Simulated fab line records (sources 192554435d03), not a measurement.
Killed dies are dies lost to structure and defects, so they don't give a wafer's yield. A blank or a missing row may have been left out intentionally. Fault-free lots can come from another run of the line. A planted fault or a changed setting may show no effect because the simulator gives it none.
fab line records ; flow n5-finfet
[record] lots = 14; wafers = 42; last-day = 18
route steps=1938 shown BEOL_M13@1714 BEOL_M14@1717
lots that met no fault: from a run of the same line without faults
start-h: the number of hours between the record's first day and the start of the first shown wafer of the lot ; wait-h: time in hours since the lot's previous step ; " identical to the entry in the row above ; L1.1+2: a row that stands for several wafers ; - no value, or no start was given ; * or withheld: withheld ; < > ~ a bound
route shown NAME@n: names a module that has steps shown in the file, with the first one's number in the route ; usual: the fault-free wafers' mean and standard deviation ; same: alike in all rows ; chamber/n: place in a boat ; sites: each site's reading ; _std_site: how widely they spread, as a standard deviation ; _edge_site: mean of outer sites minus mean of inner sites ; radius-mm: for every site, how far away it sits from the centre of the wafer ; mask NAME#n: copy n ; behind: tool/chamber where the wafer was last shaped ; hold: cause of the lot's hold/its duration in hours/its outcome ; device: the n, p or np transistor that did not switch ; end of line: tests of these same wafers at the route's end ; step lacking rows: just its recipe ; killed: not the wafer's yield, but the dies lost to structure and defects at the first sort ; map: per-die view of a wafer (x killed, . not killed, _ where there is no die)
set.NAME: the setting as run; set.NAME@STEP: as run at that earlier step ; model.NAME: the simulator's own value behind a step, which no gauge read
route steps across a sampled set of lots; one table per step, one row per wafer
services: from which hour (start-h, from the record's first day; less than 0 if before it) a tool's chamber was out of use, for how many hours, and why
[[steps]]
[step N5_BEOL_M13_RS_MEAS_54]
[recipe] thk-meas-gauge = four-point-probe; reads = Cu_of_BEOL_M13_ECD_47+Ta_of_BEOL_M13_SPUTTER_44+TaN_of_BEOL_M13_SPUTTER_43
[usual] M13_RS = 0.0450/0.0008
lot.wafer;tool;chamber;start-h;wait-h;M13_RS[ohm/sq]
L263.1;film-metro-01;-;226.31;0.0;0.0449
L263.3;film-metro-01;-;226.31;0.0;0.0455
L263.5;film-metro-01;-;226.31;0.0;0.0455
L266.2;film-metro-02;-;239.62;0.1;0.0460
L266.4;film-metro-02;-;239.62;0.1;0.0462
L266.5;film-metro-02;-;239.62;0.1;0.0459
L267.1;film-metro-02;-;243.49;0.0;0.0459
L267.3;film-metro-02;-;243.49;0.0;0.0451
L267.5;film-metro-02;-;243.49;0.0;0.0450
L269.2;film-metro-02;-;250.38;0.1;0.0443
L269.3;film-metro-02;-;250.38;0.1;0.0456
L269.4;film-metro-02;-;250.38;0.1;0.0457
L271.2;film-metro-01;-;254.74;0.1;0.0445
L271.3;film-metro-01;-;254.74;0.1;0.0454
L271.4;film-metro-01;-;254.74;0.1;0.0453
L272.1;film-metro-02;-;264.49;0.0;0.0452
L272.2;film-metro-02;-;264.49;0.0;0.0448
L272.4;film-metro-02;-;264.49;0.0;0.0457
L273.1;film-metro-01;-;269.34;0.0;0.0444
L273.2;film-metro-01;-;269.34;0.0;0.0448
L273.4;film-metro-01;-;269.34;0.0;0.0457
L284.2;film-metro-02;-;367.49;0.1;0.0459
L284.5;film-metro-02;-;367.49;0.1;0.0443
L284.6;film-metro-02;-;367.49;0.1;0.0457
L283.3;film-metro-01;-;367.88;0.1;0.0448
L283.4;film-metro-01;-;367.88;0.1;0.0452
L283.5;film-metro-01;-;367.88;0.1;0.0448
L279.1;film-metro-01;-;368.17;0.0;0.0458
L279.3;film-metro-01;-;368.17;0.0;0.0445
L279.6;film-metro-01;-;368.17;0.0;0.0450
L278.3;film-metro-02;-;388.02;0.1;0.0441
L278.5;film-metro-02;-;388.02;0.1;0.0450
L278.6;film-metro-02;-;388.02;0.1;0.0439
L280.1;film-metro-02;-;388.36;0.0;0.0442
L280.2;film-metro-02;-;388.36;0.0;0.0447
L280.3;film-metro-02;-;388.36;0.0;0.0462
L282.2;film-metro-02;-;404.59;0.1;0.0453
L282.3;film-metro-02;-;404.59;0.1;0.0446
L282.6;film-metro-02;-;404.59;0.1;0.0459
L276.1;film-metro-01;-;405.65;0.0;0.0430
L276.2;film-metro-01;-;405.65;0.0;0.0439
L276.3;film-metro-01;-;405.65;0.0;0.0462
[step N5_BEOL_M14_THK_MEAS_01]
[recipe] reads = SiO2_of_BEOL_M14_ILD_DEP_00
[usual] M14_ILD_THK = 1116/15
lot.wafer;tool;chamber;start-h;wait-h;M14_ILD_THK[nm]
L263.1;film-metro-01;-;226.56;0.1;1098
L263.3;film-metro-01;-;226.56;0.1;1106
L263.5;film-metro-01;-;226.56;0.1;1139
L266.2;film-metro-02;-;239.89;0.1;1108
L266.4;film-metro-02;-;239.89;0.1;1136
L266.5;film-metro-02;-;239.89;0.1;1158
L267.1;film-metro-01;-;243.74;0.1;1118
L267.3;film-metro-01;-;243.74;0.1;1109
L267.5;film-metro-01;-;243.74;0.1;1114
L269.2;film-metro-01;-;250.64;0.1;1124
L269.3;film-metro-01;-;250.64;0.1;1108
L269.4;film-metro-01;-;250.64;0.1;1116
L271.2;film-metro-01;-;255.00;0.1;1103
L271.3;film-metro-01;-;255.00;0.1;1131
L271.4;film-metro-01;-;255.00;0.1;1112
L272.1;film-metro-01;-;264.75;0.1;1139
L272.2;film-metro-01;-;264.75;0.1;1105
L272.4;film-metro-01;-;264.75;0.1;1117
L273.1;film-metro-02;-;269.59;0.1;1104
L273.2;film-metro-02;-;269.59;0.1;1107
L273.4;film-metro-02;-;269.59;0.1;1122
L284.2;film-metro-01;-;367.74;0.1;1106
L284.5;film-metro-01;-;367.74;0.1;1120
L284.6;film-metro-01;-;367.74;0.1;1114
L283.3;film-metro-01;-;368.13;0.1;1109
L283.4;film-metro-01;-;368.13;0.1;1125
L283.5;film-metro-01;-;368.13;0.1;1122
L279.1;film-metro-02;-;368.42;0.1;1108
L279.3;film-metro-02;-;368.42;0.1;1131
L279.6;film-metro-02;-;368.42;0.1;1134
L278.3;film-metro-02;-;388.27;0.1;1102
L278.5;film-metro-02;-;388.27;0.1;1111
L278.6;film-metro-02;-;388.27;0.1;1124
L280.1;film-metro-02;-;388.69;0.2;1094
L280.2;film-metro-02;-;388.69;0.2;1081
L280.3;film-metro-02;-;388.69;0.2;1107
L282.2;film-metro-02;-;404.84;0.1;1106
L282.3;film-metro-02;-;404.84;0.1;1111
L282.6;film-metro-02;-;404.84;0.1;1122
L276.1;film-metro-01;-;405.91;0.1;1091
L276.2;film-metro-01;-;405.91;0.1;1100
L276.3;film-metro-01;-;405.91;0.1;1077
[step N5_BEOL_M14_DEVELOP_09]
[recipe] develop-time-s = 45; rinse-liquid = diw; dry = air-spin; dev-temp-c = 21
[usual] chill-plate-temp-C = 23.00/0.097; develop-time-s = 45/0
lot.wafer;tool;chamber;start-h;wait-h;chill-plate-temp-C;develop-time-s
L263.1;litho-track-05;0;226.76;-;23.06;45
L263.3;litho-track-05;0;226.76;-;22.93;45
L263.5;litho-track-05;0;226.76;-;23.04;45
L266.2;litho-track-03;0;240.21;-;23.15;45
L266.4;litho-track-03;0;240.21;-;23.18;45
L266.5;litho-track-03;0;240.21;-;23.11;45
L267.1;litho-track-03;0;244.06;-;22.92;45
L267.3;litho-track-03;0;244.06;-;23.01;45
L267.5;litho-track-03;0;244.06;-;23.15;45
L269.2;litho-track-03;0;250.96;-;23.03;45
L269.3;litho-track-03;0;250.96;-;23.00;45
L269.4;litho-track-03;0;250.96;-;22.95;45
L271.2;litho-track-05;0;255.19;-;23.05;45
L271.3;litho-track-05;0;255.19;-;23.05;45
L271.4;litho-track-05;0;255.19;-;23.03;45
L272.1;litho-track-03;-;264.95;-;-;-
L272.2;litho-track-03;-;264.95;-;-;-
L272.4;litho-track-03;-;264.95;-;-;-
L273.1;litho-track-01;-;269.79;-;-;-
L273.2;litho-track-01;-;269.79;-;-;-
L273.4;litho-track-01;-;269.79;-;-;-
L284.2;litho-track-05;0;368.06;-;23.11;45
L284.5;litho-track-05;0;368.06;-;22.94;45
L284.6;litho-track-05;0;368.06;-;22.94;45
L283.3;litho-track-01;0;368.45;-;23.00;45
L283.4;litho-track-01;0;368.45;-;23.01;45
L283.5;litho-track-01;0;368.45;-;23.03;45
L279.1;litho-track-05;0;368.62;-;22.83;45
L279.3;litho-track-05;0;368.62;-;22.87;45
L279.6;litho-track-05;0;368.62;-;22.93;45
L278.3;litho-track-01;0;388.59;-;22.89;45
L278.5;litho-track-01;0;388.59;-;22.92;45
L278.6;litho-track-01;0;388.59;-;23.02;45
L280.1;litho-track-01;0;389.06;-;22.95;45
L280.2;litho-track-01;0;389.06;-;22.84;45
L280.3;litho-track-01;0;389.06;-;23.18;45
L282.2;litho-track-03;0;405.04;-;23.18;45
L282.3;litho-track-03;0;405.04;-;23.07;45
L282.6;litho-track-03;0;405.04;-;22.94;45
L276.1;litho-track-03;0;406.23;-;22.88;45
L276.2;litho-track-03;0;406.23;-;22.93;45
L276.3;litho-track-03;0;406.23;-;22.97;45
[step N5_BEOL_M14_OVL_MEAS_11]
[recipe] points-per-wafer = 44
[usual] V13_OVL = 0/4.9
lot.wafer;tool;chamber;start-h;wait-h;V13_OVL[nm]
L263.1;overlay-02;0;226.90;0.0;-2
L263.3;overlay-02;0;226.90;0.0;-1
L263.5;overlay-02;0;226.90;0.0;2
L266.2;overlay-02;0;240.35;0.0;4
L266.4;overlay-02;0;240.35;0.0;2
L266.5;overlay-02;0;240.35;0.0;9
L267.1;overlay-02;0;244.20;0.0;1
L267.3;overlay-02;0;244.20;0.0;-5
L267.5;overlay-02;0;244.20;0.0;-1
L269.2;overlay-01;0;251.10;0.0;-2
L269.3;overlay-01;0;251.10;0.0;-1
L269.4;overlay-01;0;251.10;0.0;-10
L271.2;overlay-02;0;255.33;0.0;-5
L271.3;overlay-02;0;255.33;0.0;-4
L271.4;overlay-02;0;255.33;0.0;-2
L272.1;overlay-02;0;265.09;0.0;-
L272.2;overlay-02;0;265.09;0.0;-
L272.4;overlay-02;0;265.09;0.0;-
L273.1;overlay-02;0;269.93;0.0;-
L273.2;overlay-02;0;269.93;0.0;-
L273.4;overlay-02;0;269.93;0.0;-
L284.2;overlay-01;0;368.20;0.0;-5
L284.5;overlay-01;0;368.20;0.0;-3
L284.6;overlay-01;0;368.20;0.0;2
L283.3;overlay-01;0;368.59;0.0;-6
L283.4;overlay-01;0;368.59;0.0;0
L283.5;overlay-01;0;368.59;0.0;7
L279.1;overlay-02;0;368.76;0.0;9
L279.3;overlay-02;0;368.76;0.0;6
L279.6;overlay-02;0;368.76;0.0;3
L278.3;overlay-02;0;388.73;0.0;-3
L278.5;overlay-02;0;388.73;0.0;2
L278.6;overlay-02;0;388.73;0.0;-5
L280.1;overlay-01;0;389.20;0.0;3
L280.2;overlay-01;0;389.20;0.0;7
L280.3;overlay-01;0;389.20;0.0;4
L282.2;overlay-01;0;405.18;0.0;4
L282.3;overlay-01;0;405.18;0.0;2
L282.6;overlay-01;0;405.18;0.0;6
L276.1;overlay-01;0;406.37;0.0;6
L276.2;overlay-01;0;406.37;0.0;-1
L276.3;overlay-01;0;406.37;0.0;6
[[services]]
tool;chamber;start-h;hours;kind
litho-track-03;-;281.34;-;consumable-replace:filter
litho-track-01;-;336.43;-;consumable-replace:filter
[[key]]
[first-sign] step = N5_BEOL_M14_DEVELOP_09; reading = tool-record; direction = missing
effect none on later readings
met-at N5_BEOL_M14_DEVELOP_09
struck-lots L272,L273
later-rows-left-out L272.1,L272.2,L272.4,L273.1,L273.2,L273.4
sort-left-out L272.1,L272.2,L272.4,L273.1,L273.2,L273.4
not-acting-at N5_BEOL_M13_RS_MEAS_54,N5_BEOL_M14_THK_MEAS_01,N5_BEOL_M14_OVL_MEAS_11
onset-between 250.96 264.95
[fault] kind = skipped-step-whole; tool = litho-track-01,litho-track-03; chamber = -; onset-h = 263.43; steps = N5_BEOL_M14_DEVELOP_09; scope = struck-lots-only
// sort-left-out: the simulated sort isn't trusted on such a fault, so these wafers' sort isn't shown, and their yield isn't known
// later-rows-left-out: the simulator's readings of these wafers behind a module that went badly wrong aren't trusted and aren't shown, but for the sort
